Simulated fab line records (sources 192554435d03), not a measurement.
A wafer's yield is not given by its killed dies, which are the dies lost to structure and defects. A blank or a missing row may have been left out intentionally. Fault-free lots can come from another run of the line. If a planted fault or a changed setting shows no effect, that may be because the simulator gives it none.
fab line records	flow n5-finfet
record: lots: 7	wafers: 39
route steps=1938 shown MOL_CONTACT_COAG@608 BEOL_M0_SAQP@698 BEOL_M0_CUTY@701 BEOL_M0@715 BEOL_M4@1070
start-h: hours from the record's first day to the start of the lot's first wafer shown	wait-h: how many hours have passed since the lot's step before this one	" same as the row above	L1.1+2: several wafers, shown together as one row	- no value, or no start was given	* or withheld: withheld	< > ~ a bound
route shown NAME@n: NAME is a module with steps in the file, n the number in the route of the first one	usual: mean/standard deviation of fault-free wafers	same: alike in all rows	chamber/n: place in a boat	sites: readings site by site	_std_site: their standard deviation	_edge_site: inner sites' mean taken away from outer sites' mean	radius-mm: how far each site lies from the wafer's centre	mask NAME#n: copy n	behind: the tool/chamber that last shaped the wafer	hold: the reason the lot was held/the length of the hold in hours/how it ended	device: which transistor (n, p or np) failed to switch	end of line: tests run on the same wafers once the route is complete	a step without rows: its recipe alone	killed: dies that structure and defects cost at the first sort, which is not the same as the wafer's yield	map: a wafer's dies, marking killed ones x, the rest . and places with no die _
set.NAME: the setting the step ran with; set.NAME@STEP: the setting that earlier step ran with	model.NAME: the simulator's own value behind a step, which no gauge read
lots with deliberately changed settings; one table per step, one row per wafer
== steps ==
step: N5_MOL_CONTACT_COAG_ALD_133
recipe: material: SiO2	target-thk-a: 50	temp-c: 100	ald-precursor-family: BDEAS	ald-co-reactant: O2-plasma	pulse-time-s: 1	co-reactant-pulse-time-s: 1	purge-time-s: 2	co-reactant-purge-time-s: 2	ald-cycles: 35	pressure-torr: 2
lot.wafer	tool	chamber	start-h	wait-h	set.ald-cycles	model.SiO2_of_MOL_CONTACT_COAG_ALD_133.thk-nm
L074.1+2+3+4+5+6	ald-sin-01	3,2,0,0,2,3	100.35	0.2	35	5
L075.2+4+6	ald-sin-01	3,1,0	109.05	0.1	35	5
L083.1+2+3+4+5+6	ald-sin-04	2,0,3,1,2,1	159.22	0.1	35	5
L085.1+3+4	ald-sin-04	2,1,2	173.94	0.3	15	2.2
L085.2+5+6	"	3,3,1	"	"	35	5
L086.1+2+3+4+5+6	ald-sin-04	3,1,2,3,2,1	178.62	0.4	35	5
L089.1+3+5	ald-sin-01	0,2,0	193.99	0.3	35	5
L089.2+4+6	"	3,1,3	"	"	16	2.2
L090.1+5+6	ald-sin-01	0,1,2	200.58	0.1	35	5
L090.2+4	"	1,3	"	"	23	3.2
L090.3	"	2	"	"	23	3.4
step: N5_BEOL_M0_SAQP_ALD_48
recipe: material: SiO2	target-thk-a: 200	temp-c: 100	ald-precursor-family: BDEAS	ald-co-reactant: O2-plasma	pulse-time-s: 1	co-reactant-pulse-time-s: 1	purge-time-s: 2	co-reactant-purge-time-s: 2	ald-cycles: 139	pressure-torr: 2
lot.wafer	tool	chamber	start-h	wait-h	set.ald-cycles	model.SiO2_of_BEOL_M0_SAQP_ALD_48.thk-nm
L074.1+2+4	ald-sin-02	1,3,2	113.74	1.1	139	20
L074.3+6	"	0	"	"	188	27.2
L074.5	"	1	"	"	188	27
L075.2+4	ald-sin-01	3,0	122.31	0.0	139	20
L075.6	"	1	"	"	139	19.8
L083.1+3	ald-sin-02	1,2	173.52	0.0	139	19.8
L083.2+4+6	"	3,0,1	"	"	139	20
L083.5	"	0	"	"	139	20.2
L085.1+5	ald-sin-04	3	185.74	0.0	139	19.8
L085.2+3+4+6	"	2,0,1,2	"	"	139	20
L086.1	ald-sin-02	3	190.06	0.0	139	20
L086.2	"	0	"	"	139	20.2
L086.3	"	1	"	"	61	8.6
L086.4+6	"	2	"	"	61	8.8
L086.5	"	1	"	"	139	19.8
L089.1+2+6	ald-sin-01	2,0,0	207.51	0.1	139	20.2
L089.3+4+5	"	3,1,3	"	"	139	20
L090.1	ald-sin-04	1	211.58	0.0	97	14
L090.2	"	3	"	"	139	19.8
L090.3	"	2	"	"	139	20
L090.4	"	0	"	"	97	14.2
L090.5	"	1	"	"	97	13.8
L090.6	"	0	"	"	139	20.2
step: N5_BEOL_M0_SAQP_ETCH_49
recipe: chemistry: CF4/O2	target-depth-a: 370	target: SiO2	pressure-mtorr: 40	source-w: 535	bias-w: 49	Ar_flow_sccm: 100	cf4-flow-sccm: 100	O2_flow_sccm: 10	ion-energy-ev: 100
lot.wafer	tool	chamber	start-h	wait-h	set.ald-cycles@BEOL_M0_SAQP_ALD_48	model.SiO2_of_BEOL_M0_SAQP_ALD_48.thk-nm
L074.1	rie-diel-06	1	114.30	0.3	139	13.8
L074.2	"	2	"	"	139	15.2
L074.3	"	0	"	"	188	20
L074.4	"	3	"	"	139	13.6
L074.5	"	0	"	"	188	20.2
L074.6	"	1	"	"	188	19
L075.2+4	rie-diel-06	3,1	122.84	0.3	139	14
L075.6	"	3	"	"	139	13.4
L083.1	rie-diel-06	1	174.04	0.3	139	13.4
L083.2	"	0	"	"	139	14.6
L083.3	"	2	"	"	139	14.8
L083.4+5+6	"	3,3,0	"	"	139	14.4
L085.1	rie-diel-03	1	186.26	0.3	139	14.6
L085.2	"	3	"	"	139	13.2
L085.3	"	0	"	"	139	14.8
L085.4+5	"	2	"	"	139	14
L085.6	"	3	"	"	139	13
L086.1	rie-diel-06	0	190.59	0.3	139	15.2
L086.2	"	2	"	"	139	15.4
L086.3	"	3	"	"	61	6
L086.4	"	1	"	"	61	5.2
L086.5	"	1	"	"	139	13.6
L086.6	"	2	"	"	61	7
L089.1+5	rie-diel-03	3	208.03	0.3	139	13
L089.2	"	0	"	"	139	15.2
L089.3+6	"	1,2	"	"	139	15
L089.4	"	2	"	"	139	14.6
L090.1	rie-diel-03	0	212.10	0.3	97	10.6
L090.2	"	2	"	"	139	14.2
L090.3	"	1	"	"	139	14.8
L090.4	"	3	"	"	97	8.2
L090.5	"	0	"	"	97	10.4
L090.6	"	3	"	"	139	12.8
step: N5_BEOL_M0_SAQP_STRIP_75
recipe: chemistry: CF4	resist: SiARC	power-w: 300	bias-power-w: 75	pressure-mtorr: 50	cf4-flow-sccm: 150	rf-frequency-hz: 6e+07
step: N5_BEOL_M0_CUTY_COAT_50
recipe: resist: SiARC	temp-c: 220	time-s: 60	spin-rpm: 1500	resist-thk-nm: 15
step: N5_BEOL_M0_CUTY_DESCUM_61
recipe: chemistry: O2	time-s: 7.9	source-power-w: 50	bias-power-w: 20	pressure-mtorr: 20	rf-frequency-hz: 2.712e+07	temp-c: 40	resist: CAR-ArF-block	o2-flow-sccm: 225
step: N5_BEOL_M0_CUTY_ETCH_62
recipe: chemistry: CF4	target: SiARC	mask-material: CAR-ArF-block	time-s: 58.5	ion-energy-ev: 80	pressure-mtorr: 40	source-w: 545	bias-w: 36	Ar_flow_sccm: 100	cf4-flow-sccm: 100	ends: cleared
lot.wafer	tool	chamber	start-h	wait-h	set.ald-cycles@BEOL_M0_SAQP_ALD_48	model.SiO2_of_BEOL_M0_SAQP_ALD_48.thk-nm
L074.1	rie-diel-02	0	114.92	0.0	139	12.4
L074.2	"	3	"	"	139	13.4
L074.3	"	2	"	"	188	17.8
L074.4	"	1	"	"	139	12.2
L074.5	"	3	"	"	188	18
L074.6	"	2	"	"	188	16.8
L075.2+4	rie-diel-05	1,0	123.45	0.0	139	12.4
L075.6	"	2	"	"	139	12
L083.1	rie-diel-01	3	174.66	0.0	139	12
L083.2	"	1	"	"	139	13
L083.3	"	0	"	"	139	13.2
L083.4+5+6	"	2,2,3	"	"	139	12.8
L085.1	rie-diel-01	2	186.75	0.0	139	12.8
L085.2	"	3	"	"	139	11.8
L085.3	"	0	"	"	139	13.2
L085.4+5	"	3,2	"	"	139	12.4
L085.6	"	0	"	"	139	11.6
L086.1	rie-diel-05	1	191.57	0.0	139	13.4
L086.2	"	0	"	"	139	13.6
L086.3	"	3	"	"	61	5.4
L086.4	"	2	"	"	61	4.6
L086.5	"	1	"	"	139	12.2
L086.6	"	2	"	"	61	6.2
L089.1+5	rie-diel-01	1	208.96	0.0	139	11.6
L089.2	"	2	"	"	139	13.4
L089.3+6	"	2	"	"	139	13.2
L089.4	"	1	"	"	139	13
L090.1	rie-diel-02	1	213.04	0.0	97	9.4
L090.2	"	0	"	"	139	12.6
L090.3	"	3	"	"	139	13.2
L090.4	"	1	"	"	97	7.2
L090.5	"	0	"	"	97	9.2
L090.6	"	3	"	"	139	11.4
step: N5_BEOL_M0_CUTY_ETCH_63
recipe: chemistry: N2/H2	target: SOC	target-depth-a: 827	overetch-a: 165	mask-material: SiARC	temp-c: 40	ion-energy-ev: 200	time-s: 124	pressure-mtorr: 30	source-w: 840	bias-w: 150	n2-flow-sccm: 200	h2-flow-sccm: 200
lot.wafer	tool	chamber	start-h	wait-h	set.ald-cycles@BEOL_M0_SAQP_ALD_48	model.SiO2_of_BEOL_M0_SAQP_ALD_48.thk-nm
L074.1	rie-diel-02	0	114.96	0.0	139	11.6
L074.2	"	3	"	"	139	12.6
L074.3+5	"	2,3	"	"	188	16.8
L074.4	"	1	"	"	139	11.4
L074.6	"	2	"	"	188	15.8
L075.2+4	rie-diel-05	1,0	123.50	0.0	139	11.8
L075.6	"	2	"	"	139	11.2
L083.1	rie-diel-01	3	174.70	0.0	139	11.2
L083.2	"	1	"	"	139	12.2
L083.3	"	0	"	"	139	12.4
L083.4+5+6	"	2,2,3	"	"	139	12
L085.1	rie-diel-01	2	186.80	0.0	139	12.2
L085.2	"	3	"	"	139	11
L085.3	"	0	"	"	139	12.4
L085.4+5	"	3,2	"	"	139	11.6
L085.6	"	0	"	"	139	10.8
L086.1	rie-diel-05	1	191.62	0.0	139	12.6
L086.2	"	0	"	"	139	12.8
L086.3	"	3	"	"	61	5
L086.4	"	2	"	"	61	4.4
L086.5	"	1	"	"	139	11.4
L086.6	"	2	"	"	61	5.8
L089.1+5	rie-diel-01	1	209.03	0.0	139	10.8
L089.2	"	2	"	"	139	12.6
L089.3+6	"	2	"	"	139	12.4
L089.4	"	1	"	"	139	12.2
L090.1	rie-diel-02	1	213.09	0.0	97	8.8
L090.2	"	0	"	"	139	11.8
L090.3	"	3	"	"	139	12.4
L090.4	"	1	"	"	97	6.8
L090.5	"	0	"	"	97	8.6
L090.6	"	3	"	"	139	10.6
step: N5_BEOL_M0_CUTY_STRIP_64
recipe: chemistry: N2/H2	temp-c: 40	n2-flow-sccm: 200	h2-flow-sccm: 200	rf-frequency-hz: 6e+07
step: N5_BEOL_M0_ETCH_138
recipe: chemistry: CH3F/O2	target-depth-a: 120	target: SiCN	time-s: 31.6	ion-energy-ev: 120	pressure-mtorr: 30	source-w: 395	bias-w: 75	Ar_flow_sccm: 150	CH3F_flow_sccm: 30	O2_flow_sccm: 20	ends: cleared
lot.wafer	tool	chamber	start-h	wait-h	set.ald-cycles@BEOL_M0_SAQP_ALD_48	model.SiO2_of_BEOL_M0_SAQP_ALD_48.thk-nm
L074.1+4	rie-diel-02	0,1	115.09	0.0	139	11.2
L074.2	"	3	"	"	139	12.4
L074.3+5	"	2,3	"	"	188	16.4
L074.6	"	2	"	"	188	15.4
L075.2+4	rie-diel-05	1,0	123.62	0.0	139	11.4
L075.6	"	2	"	"	139	11
L083.1	rie-diel-01	3	174.83	0.0	139	11
L083.2+5+6	"	1,2,3	"	"	139	11.8
L083.3	"	0	"	"	139	12.2
L083.4	"	2	"	"	139	11.6
L085.1	rie-diel-01	2	186.92	0.0	139	11.8
L085.2	"	3	"	"	139	10.8
L085.3	"	0	"	"	139	12
L085.4+5	"	3,2	"	"	139	11.4
L085.6	"	0	"	"	139	10.6
L086.1	rie-diel-05	1	191.74	0.0	139	12.4
L086.2	"	0	"	"	139	12.6
L086.3	"	3	"	"	61	5
L086.4	"	2	"	"	61	4.2
L086.5	"	1	"	"	139	11.2
L086.6	"	2	"	"	61	5.8
L089.1+5	rie-diel-01	1	209.21	0.0	139	10.6
L089.2+3+6	"	2	"	"	139	12.2
L089.4	"	1	"	"	139	11.8
L090.1	rie-diel-02	1	213.21	0.0	97	8.6
L090.2	"	0	"	"	139	11.6
L090.3	"	3	"	"	139	12
L090.4	"	1	"	"	97	6.6
L090.5	"	0	"	"	97	8.4
L090.6	"	3	"	"	139	10.4
step: N5_BEOL_M4_TRENCH_ETCH_37
recipe: chemistry: C4F6/O2	target-depth-a: 555.55	target: SiOC	time-s: 29.2	ion-energy-ev: 250	pressure-mtorr: 30	source-w: 355	bias-w: 185	Ar_flow_sccm: 300	C4F6_flow_sccm: 10	O2_flow_sccm: 10
lot.wafer	tool	chamber	start-h	wait-h	set.time-s	model.etch.depth-nm	model.BEOL_M4.feature-depth-nm	model.TiN_of_BEOL_M4_HM_DEP_02.thk-nm
L074.1	rie-diel-02	2	-	-	29.2	53.62	53.6	17.2
L074.2	"	0	"	"	29.2	56.08	56	17.8
L074.3	"	1	"	"	29.2	54.66	54.6	17.4
L074.4	"	3	"	"	29.2	55.82	55.8	17.6
L074.5	"	3	"	"	29.2	56.26	56.2	17.6
L074.6	"	0	"	"	29.2	55.44	55.4	17.6
L075.2	rie-diel-05	3	-	-	29.2	52.91	53	18
L075.4	"	0	"	"	29.2	52.67	52.6	18
L075.6	"	0	"	"	29.2	52.35	52.4	18.2
L083.1	rie-diel-02	3	-	-	22.28	42.78	42.8	17.6
L083.2	"	1	"	"	22.28	41.25	41.2	18.4
L083.3	"	1	"	"	29.2	54.49	54.4	17.4
L083.4	"	3	"	"	22.28	42.77	42.8	18.4
L083.5	"	3	"	"	29.2	56.07	56	17
L083.6	"	1	"	"	29.2	54.25	54.2	17.4
L085.1	rie-diel-02	0	-	-	41.57	79	79	17
L085.2	"	2	"	"	41.57	77.49	77.4	16.6
L085.3	"	1	"	"	29.2	54.92	55	17.6
L085.4	"	1	"	"	29.2	54.25	54.2	17.4
L085.5	"	2	"	"	29.2	53.97	54	17.6
L085.6	"	0	"	"	41.57	79.5	79.4	16.8
L086.1	rie-diel-02	0	-	-	12.45	23.41	23.4	18.4
L086.2	"	2	"	"	29.2	54.3	54.4	17.2
L086.3	"	1	"	"	29.2	54.36	54.4	17.4
L086.4	"	2	"	"	29.2	54.23	54.2	17.4
L086.5	"	0	"	"	12.45	23.63	23.6	18.6
L086.6	"	1	"	"	12.45	23.14	23.2	18.2
L090.1	rie-diel-01	2	-	-	29.2	55.58	55.6	17.6
L090.2	"	1	"	"	29.2	57.37	57.4	17.6
L090.3	"	3	"	"	37.65	71.64	71.6	17.2
L090.4	"	0	"	"	37.65	73.07	73	17.2
L090.5	"	2	"	"	37.65	71.43	71.4	17.2
L090.6	"	3	"	"	29.2	55.38	55.4	17.8
L089.1	rie-diel-01	2	-	-	17.64	33.5	33.6	18.6
L089.2	"	3	"	"	17.64	33.54	33.6	18.6
L089.3	"	0	"	"	17.64	34.51	34.6	18.6
L089.4	"	3	"	"	29.2	55.57	55.6	17.8
L089.5	"	2	"	"	29.2	55.84	55.8	17.6
L089.6	"	0	"	"	29.2	57.18	57.2	17.4
step: N5_BEOL_M4_ETCH_41
recipe: chemistry: CH3F/O2	target: SiCN	target-depth-a: 299	taper-deg: 2	time-s: 52.5	ion-energy-ev: 120	mask-material: TiN	pressure-mtorr: 30	source-w: 395	bias-w: 75	Ar_flow_sccm: 150	CH3F_flow_sccm: 30	O2_flow_sccm: 20
step: N5_BEOL_M4_STRIP_97
recipe: chemistry: N2/H2	time-s: 10	power-w: 450	temp-c: 40	pressure-mtorr: 20	rf-frequency-hz: 6e+07	bias-power-w: 7	n2-flow-sccm: 200	h2-flow-sccm: 200
step: N5_BEOL_M4_OCD_MEAS_38
usual: trench-depth-nm: 55.2/1.2
lot.wafer	tool	chamber	start-h	wait-h	set.time-s@BEOL_M4_TRENCH_ETCH_37	trench-depth-nm
L074.1	ocd-02	-	175.91	-	29.2	53.8
L074.2	"	-	"	"	29.2	56.2
L074.3	"	-	"	"	29.2	54.6
L074.4	"	-	"	"	29.2	56.0
L074.5	"	-	"	"	29.2	55.8
L074.6	"	-	"	"	29.2	54.9
L075.2	ocd-02	-	184.59	-	29.2	52.5
L075.4	"	-	"	"	29.2	52.7
L075.6	"	-	"	"	29.2	52.5
L083.1	ocd-02	-	229.31	-	22.28	42.4
L083.2	"	-	"	"	22.28	41.0
L083.3	"	-	"	"	29.2	54.5
L083.4	"	-	"	"	22.28	42.9
L083.5	"	-	"	"	29.2	56.4
L083.6	"	-	"	"	29.2	54.7
L085.1	ocd-02	-	246.10	-	41.57	78.7
L085.2	"	-	"	"	41.57	77.9
L085.3	"	-	"	"	29.2	54.6
L085.4	"	-	"	"	29.2	54.0
L085.5	"	-	"	"	29.2	53.3
L085.6	"	-	"	"	41.57	79.7
L086.1	ocd-01	-	256.75	-	12.45	23.4
L086.2	"	-	"	"	29.2	54.9
L086.3	"	-	"	"	29.2	54.8
L086.4	"	-	"	"	29.2	54.2
L086.5	"	-	"	"	12.45	23.8
L086.6	"	-	"	"	12.45	22.9
L090.1	ocd-01	-	266.30	-	29.2	55.7
L090.2	"	-	"	"	29.2	57.2
L090.3	"	-	"	"	37.65	71.3
L090.4	"	-	"	"	37.65	73.9
L090.5	"	-	"	"	37.65	71.6
L090.6	"	-	"	"	29.2	55.4
L089.1	ocd-01	-	271.18	-	17.64	34.0
L089.2	"	-	"	"	17.64	33.3
L089.3	"	-	"	"	17.64	34.6
L089.4	"	-	"	"	29.2	56.0
L089.5	"	-	"	"	29.2	56.5
L089.6	"	-	"	"	29.2	57.0
step: N5_BEOL_M4_HM_STRIP_39
recipe: chemistry: peroxide-tin-strip	material: TiN	target-depth-a: 250	temp-c: 50	time-s: 158
step: N5_BEOL_M4_SRD_40
recipe: time-s: 30	temp-c: 23	rinse-liquid: diw	dry: ipa-marangoni
step: N5_BEOL_M4_ECD_50
recipe: material: Cu	target-thk-a: 3000
step: N5_BEOL_M4_ANNEAL_51
recipe: temp-c: 225	time-s: 90	ambient: N2
step: N5_BEOL_M4_CMP_52
recipe: stop-on: SiOC	t-overpolish-s: 6.8	down-force-psi: 1	platen-rpm: 50	clearing-platen-down-force-psi: 1.5	clearing-platen-rpm: 50	post-cmp-clean: cu-alkaline	target-thk-nm: 40	clearing-platen-pad-velocity-m-s: 0.99484	pad-velocity-m-s: 0.99484
lot.wafer	tool	chamber	start-h	wait-h	set.time-s@BEOL_M4_TRENCH_ETCH_37	model.Cu_of_BEOL_M4_ECD_50.thk-nm
L074.4	cmp-04	1	179.44	0.1	29.2	42.2
L074.2+1	"	2,0	"	"	29.2	38.8
L074.3	"	3	"	"	29.2	37
L074.5	"	1	"	"	29.2	41.8
L074.6	"	2	"	"	29.2	39.6
L075.2	cmp-03	2	188.04	0.2	29.2	37.4
L075.4	"	1	"	"	29.2	38.8
L075.6	"	3	"	"	29.2	38.6
L083.4+1	cmp-03	3,1	232.76	0.1	22.28	28
L083.3	"	0	"	"	29.2	38.4
L083.2	"	2	"	"	22.28	24.8
L083.6	"	3	"	"	29.2	40.2
L083.5	"	0	"	"	29.2	40.4
L085.4	cmp-03	2	251.27	0.1	29.2	38.4
L085.1	"	3	"	"	41.57	63.6
L085.3	"	0	"	"	29.2	40.4
L085.2	"	1	"	"	41.57	62.6
L085.5	"	2	"	"	29.2	37.6
L085.6	"	3	"	"	41.57	64.2
L086.2	cmp-01	2	260.10	0.2	29.2	35.6
L086.4	"	3	"	"	29.2	38.8
L086.3	"	0	"	"	29.2	39.2
L086.1	"	1	"	"	12.45	6.8
L086.5	"	2	"	"	12.45	6
L086.6	"	3	"	"	12.45	7.8
L090.3	cmp-01	0	270.40	0.2	37.65	57.2
L090.1	"	1	"	"	29.2	38
L090.4	"	2	"	"	37.65	56.8
L090.2	"	3	"	"	29.2	42.2
L090.6	"	0	"	"	29.2	40.2
L090.5	"	1	"	"	37.65	54
L089.4	cmp-04	2	275.09	0.1	29.2	38.2
L089.1	"	3	"	"	17.64	13.8
L089.2	"	0	"	"	17.64	15.8
L089.3	"	1	"	"	17.64	18
L089.5	"	2	"	"	29.2	38
L089.6	"	3	"	"	29.2	38.8
step: N5_BEOL_M4_THK_MEAS_53
recipe: thk-meas-gauge: xrf	reads: Cu_of_BEOL_M4_ECD_50
usual: M4_THK: 39.0/1.9
lot.wafer	tool	chamber	start-h	wait-h	set.time-s@BEOL_M4_TRENCH_ETCH_37	M4_THK[nm]
L074.1	film-metro-01	-	179.74	-	29.2	38.7
L074.2	"	-	"	"	29.2	38.9
L074.3	"	-	"	"	29.2	36.8
L074.4	"	-	"	"	29.2	42.0
L074.5	"	-	"	"	29.2	41.6
L074.6	"	-	"	"	29.2	39.6
L075.2	film-metro-01	-	188.34	-	29.2	36.8
L075.4	"	-	"	"	29.2	38.1
L075.6	"	-	"	"	29.2	38.0
L083.1	film-metro-01	-	233.05	-	22.28	27.8
L083.2	"	-	"	"	22.28	24.6
L083.3	"	-	"	"	29.2	38.2
L083.4	"	-	"	"	22.28	27.8
L083.5	"	-	"	"	29.2	40.3
L083.6	"	-	"	"	29.2	40.0
L085.1	film-metro-01	-	251.56	-	41.57	63.5
L085.2	"	-	"	"	41.57	62.3
L085.3	"	-	"	"	29.2	40.3
L085.4	"	-	"	"	29.2	38.4
L085.5	"	-	"	"	29.2	37.6
L085.6	"	-	"	"	41.57	64.0
L086.1	film-metro-02	-	260.40	-	12.45	6.8
L086.2	"	-	"	"	29.2	35.6
L086.3	"	-	"	"	29.2	39.1
L086.4	"	-	"	"	29.2	38.7
L086.5	"	-	"	"	12.45	6.0
L086.6	"	-	"	"	12.45	7.7
L090.1	film-metro-02	-	270.70	-	29.2	37.9
L090.2	"	-	"	"	29.2	42.5
L090.3	"	-	"	"	37.65	57.3
L090.4	"	-	"	"	37.65	56.8
L090.5	"	-	"	"	37.65	54.0
L090.6	"	-	"	"	29.2	39.9
L089.1	film-metro-02	-	275.39	-	17.64	13.7
L089.2	"	-	"	"	17.64	15.6
L089.3	"	-	"	"	17.64	17.9
L089.4	"	-	"	"	29.2	37.7
L089.5	"	-	"	"	29.2	37.5
L089.6	"	-	"	"	29.2	38.2
== key ==
split: step: N5_MOL_CONTACT_COAG_ALD_133	setting: ald-cycles	stated: 35	by: wafer
response: step: N5_MOL_CONTACT_COAG_ALD_133	reading: model.SiO2_of_MOL_CONTACT_COAG_ALD_133.thk-nm	change: +0.0503	per: 1%	r: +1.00
split: step: N5_BEOL_M0_SAQP_ALD_48	setting: ald-cycles	stated: 139	by: wafer
response: step: N5_BEOL_M0_SAQP_ALD_48	reading: model.SiO2_of_BEOL_M0_SAQP_ALD_48.thk-nm	change: +0.201	per: 1%	r: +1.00
response: step: N5_BEOL_M0_SAQP_ETCH_49	reading: model.SiO2_of_BEOL_M0_SAQP_ALD_48.thk-nm	change: +0.152	per: 1%	r: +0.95
response: step: N5_BEOL_M0_CUTY_ETCH_62	reading: model.SiO2_of_BEOL_M0_SAQP_ALD_48.thk-nm	change: +0.135	per: 1%	r: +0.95
response: step: N5_BEOL_M0_CUTY_ETCH_63	reading: model.SiO2_of_BEOL_M0_SAQP_ALD_48.thk-nm	change: +0.127	per: 1%	r: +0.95
response: step: N5_BEOL_M0_ETCH_138	reading: model.SiO2_of_BEOL_M0_SAQP_ALD_48.thk-nm	change: +0.124	per: 1%	r: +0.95
split: step: N5_BEOL_M4_TRENCH_ETCH_37	setting: time-s	stated: 29.2	by: wafer
response: step: N5_BEOL_M4_TRENCH_ETCH_37	reading: model.etch.depth-nm	change: +0.552	per: 1%	r: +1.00
response: step: N5_BEOL_M4_TRENCH_ETCH_37	reading: model.BEOL_M4.feature-depth-nm	change: +0.551	per: 1%	r: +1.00
response: step: N5_BEOL_M4_TRENCH_ETCH_37	reading: model.TiN_of_BEOL_M4_HM_DEP_02.thk-nm	change: -0.0206	per: 1%	r: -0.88
response: step: N5_BEOL_M4_OCD_MEAS_38	reading: trench-depth-nm	change: +0.561	per: 1%	r: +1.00
response: step: N5_BEOL_M4_CMP_52	reading: model.Cu_of_BEOL_M4_ECD_50.thk-nm	change: +0.556	per: 1%	r: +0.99
response: step: N5_BEOL_M4_THK_MEAS_53	reading: M4_THK	change: +0.553	per: 1%	r: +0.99
